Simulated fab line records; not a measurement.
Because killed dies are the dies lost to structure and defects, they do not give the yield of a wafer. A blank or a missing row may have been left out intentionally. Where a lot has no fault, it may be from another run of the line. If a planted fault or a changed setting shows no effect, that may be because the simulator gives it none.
Chamber matching / flow n5-finfet / N5_WELL_APT_DESCUM_13 on rie-diel-04: 4 sister chambers
The step chemistry O2, time 7.9 s. 4 wafers are shown with their chamber, then 12 later ones without.

WAFERS WITH THEIR CHAMBER
wafer=L083.1; chamber=2; throttle-valve-pct (%)=19.99
wafer=L086.3; chamber=1; throttle-valve-pct (%)=20.48
wafer=L087.5; chamber=0; throttle-valve-pct (%)=20.31
wafer=L087.6; chamber=3; throttle-valve-pct (%)=20.81

WAFERS WITHOUT THEIR CHAMBER
wafer=L088.1; throttle-valve-pct (%)=20.33
wafer=L088.2; throttle-valve-pct (%)=20.80
wafer=L088.5; throttle-valve-pct (%)=20.02
wafer=L091.3; throttle-valve-pct (%)=19.98
wafer=L091.4; throttle-valve-pct (%)=20.35
wafer=L091.5; throttle-valve-pct (%)=20.00
wafer=L092.2; throttle-valve-pct (%)=20.84
wafer=L092.4; throttle-valve-pct (%)=20.48
wafer=L092.5; throttle-valve-pct (%)=20.00
wafer=L095.1; throttle-valve-pct (%)=20.02
wafer=L095.4; throttle-valve-pct (%)=20.83
wafer=L095.6; throttle-valve-pct (%)=20.84

EACH ONE'S CHAMBER
wafer=L088.1; from the rows above=0; in truth=0
wafer=L088.2; from the rows above=3; in truth=3
wafer=L088.5; from the rows above=2; in truth=2
wafer=L091.3; from the rows above=2; in truth=2
wafer=L091.4; from the rows above=0; in truth=0
wafer=L091.5; from the rows above=2; in truth=2
wafer=L092.2; from the rows above=3; in truth=3
wafer=L092.4; from the rows above=1; in truth=1
wafer=L092.5; from the rows above=2; in truth=2
wafer=L095.1; from the rows above=2; in truth=2
wafer=L095.4; from the rows above=3; in truth=3
wafer=L095.6; from the rows above=3; in truth=3
Correct placement for 12 of the 12. From these rows, 0 cannot be placed. Wrongly placed: 0.
How it was worked out, from the rows above alone: a wafer's distance from a chamber is the root of the sum, over the readings, of the square of ((its reading less the chamber's mean) divided by the reading's scatter). If the next closest chamber is less than 2 further off than the closest, the wafer can't be placed; otherwise it belongs to the closest. Each chamber's mean is taken over the wafers shown for it. The scatter: with one shown wafer a chamber, the root of the mean of the squares of how far each hidden wafer lies from its nearest shown one.
